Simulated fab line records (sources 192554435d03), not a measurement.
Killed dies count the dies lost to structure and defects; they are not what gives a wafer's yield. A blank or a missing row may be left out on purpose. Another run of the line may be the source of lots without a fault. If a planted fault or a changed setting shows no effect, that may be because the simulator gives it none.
Comparing a struck lot with a sound one	flow n5Finfet	24 out of 1938 route steps
Sound: wafers L729.2, L729.3, L729.6. Struck: wafer L721.4; the same lot's L721.6 was not struck, so it is left out; see the end for the cause.
Each step with rows lists, per side, the tool, then ch with its chambers, then its first start. Under that, the readings that differ: sound wafers	struck wafers	difference of the means	sigmas: that difference in standard deviations of wafers without a fault.
alike: readings with means less than 2 such deviations apart, plus words and numbers identical on both sides. not compared: withheld readings, readings lacking a value on some wafer, bounds such as >300 that could conceal the same value, and numbers that have no deviation in the record and whose values overlap.
The two part at a step that has a row with sigmas, a row that says differs or no value, or rows on one side only. Numbers that have no deviation but don't overlap get no sigmas and don't part them. A reading missing from all wafers of one side parts the sides only when that side holds two or more wafers.

first, 1 step without rows for these wafers: N5_BEOL_M13_HARDBAKE_32 (time 120 s).
N5_BEOL_M13_CD_MEAS_28: the cd target is 209.5 nm.
  sound on cdSem-03 ch 0, day 16 20:34; struck on cdSem-03 ch 0, day 14 13:01
  alike: cdNm
N5_BEOL_M13_OVL_MEAS_29:
  sound on overlay-02 ch 0, day 16 20:36; struck on overlay-01 ch 0, day 14 13:03
  alike: M13_OVL
N5_BEOL_M13_INSPECT_30: inspects for defects (macro).
  struck on defectInspect-01, day 14 13:04; sound on defectInspect-01, day 16 20:37
  alike: rawDefectCount
N5_BEOL_M13_DESCUM_33: chemistry O2, time 7.9 s.
  sound on rieDiel-05 ch 0,2, day 16 20:39; struck on rieDiel-06 ch 1, day 14 13:07
  alike: drypumpMotorCurrentA, oesProductAu, rfVppV, showerheadPlenumPTorr, throttleValvePct
  not compared: rfHoursCounterH
then, 1 step without rows for these wafers: N5_BEOL_M13_ETCH_67 (etches SiARC in CF4, target depth 143 nm, time 238.3 s).
N5_BEOL_M13_ETCH_68: etches SOC in N2/H2, time 355 s.
  sound on rieDiel-05 ch 0,2, day 16 20:50; struck on rieDiel-06 ch 1, day 14 13:19
  alike: drypumpMotorCurrentA, oesProductAu, rfVppV, showerheadPlenumPTorr, throttleValvePct
  not compared: rfHoursCounterH
then, 3 steps without rows for these wafers: N5_BEOL_M13_STRIP_69 (strips in N2/H2); N5_BEOL_M13_TRENCH_ETCH_34 (etches SiOC in C4F8/O2/Ar, target depth 413.47 nm, time 162.6 s); N5_BEOL_M13_STRIP_70 (strips in C4F8/O2/Ar).
N5_BEOL_M13_OCD_MEAS_35:
  struck on ocd-01, day 14 13:43; sound on ocd-01, day 16 21:14
  alike: trenchDepthNm
then, 1 step without rows for these wafers: N5_BEOL_M13_STRIP_37 (strips in N2/H2).
N5_BEOL_M13_ETCH_38: etches SiCN in CF4/N2, target depth 67.5 nm, time 71.9 s.
  sound on rieDiel-06 ch 1,2, day 16 22:20; struck on rieDiel-03 ch 2, day 14 14:20
reading	sound	struck	difference	sigmas
oesProductAu (a.u.)	0.84 0.70 0.71	1.28	+0.53	+6
throttleValvePct (%)	15.29 15.92 15.90	15.22	-0.48	-2
model.etch.depthNm (nm)	59.08 56.91 57.39	96.74	+38.95	
model.SiOC_of_BEOL_M13_ILD_DEP_00.thkNm (nm)	788 801.6 792.8	758.6	-35.5	
  alike: drypumpMotorCurrentA, rfVppV, showerheadPlenumPTorr
  not compared: rfHoursCounterH
then, 2 steps without rows for these wafers: N5_BEOL_M13_PRECLEAN_39 (cleans in residue remover, time 60 s); N5_BEOL_M13_SRD_40 (time 30 s, dry time 30 s).
N5_BEOL_M13_DEGAS_41: time 60 s.
  struck on pvdSputter-01, day 14 15:02; sound on pvdSputter-01, day 16 23:00
  alike: heaterPowerW
then, 1 step without rows for these wafers: N5_BEOL_M13_PRE_CLEAN_42 (time 30 s).
N5_BEOL_M13_SPUTTER_43: material TaN, target thk 15 nm, time 24.19 s.
  struck on pvdSputter-01, day 14 15:08; sound on pvdSputter-01, day 16 23:05
  alike: throttleValvePct
then, 1 step without rows for these wafers: N5_BEOL_M13_SPUTTER_44 (material Ta, target thk 10 nm, time 16.13 s).
N5_BEOL_M13_SPUTTER_45: material Cu, target thk 80 nm, time 13.33 s.
  struck on pvdSputter-01, day 14 15:17; sound on pvdSputter-01, day 16 23:14
  alike: throttleValvePct
then, 2 steps without rows for these wafers: N5_BEOL_M13_ECD_47 (material Cu, target thk 936 nm); N5_BEOL_M13_ANNEAL_48 (time 90 s).
N5_BEOL_M13_CMP_49: polishes, stops on SiOC, t overpolish 17.1 s, target thk 420 nm.
  sound on cmp-01 ch 1,3, day 16 23:50; struck on cmp-02 ch 3, day 14 15:50
reading	sound	struck	difference	sigmas
overpolishRunS (s)	17.129 17.089 17.093	17.082	-0.022	-2
model.SiOC_of_BEOL_M13_ILD_DEP_00.thkNm (nm)	778 791.6 782.8	748.6	-35.5	
  alike: barrierFieldEndpointS, motorCurrentA, slurryFlowMlMin
N5_BEOL_M13_THK_MEAS_50: measures by xrf.
  struck on filmMetro-01, day 14 16:07; sound on filmMetro-02, day 17 00:08
  alike: M13_THK

WHERE THEY PART
At N5_BEOL_M13_ETCH_38 first; at N5_BEOL_M13_CMP_49 last (within this record only). Later steps at which nothing parts them and some readings are alike: N5_BEOL_M13_THK_MEAS_50.

WHY: what had been put in by the simulator
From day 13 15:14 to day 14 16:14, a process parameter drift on rieDiel-03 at N5_BEOL_M13_ETCH_38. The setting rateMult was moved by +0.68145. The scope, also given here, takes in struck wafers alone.
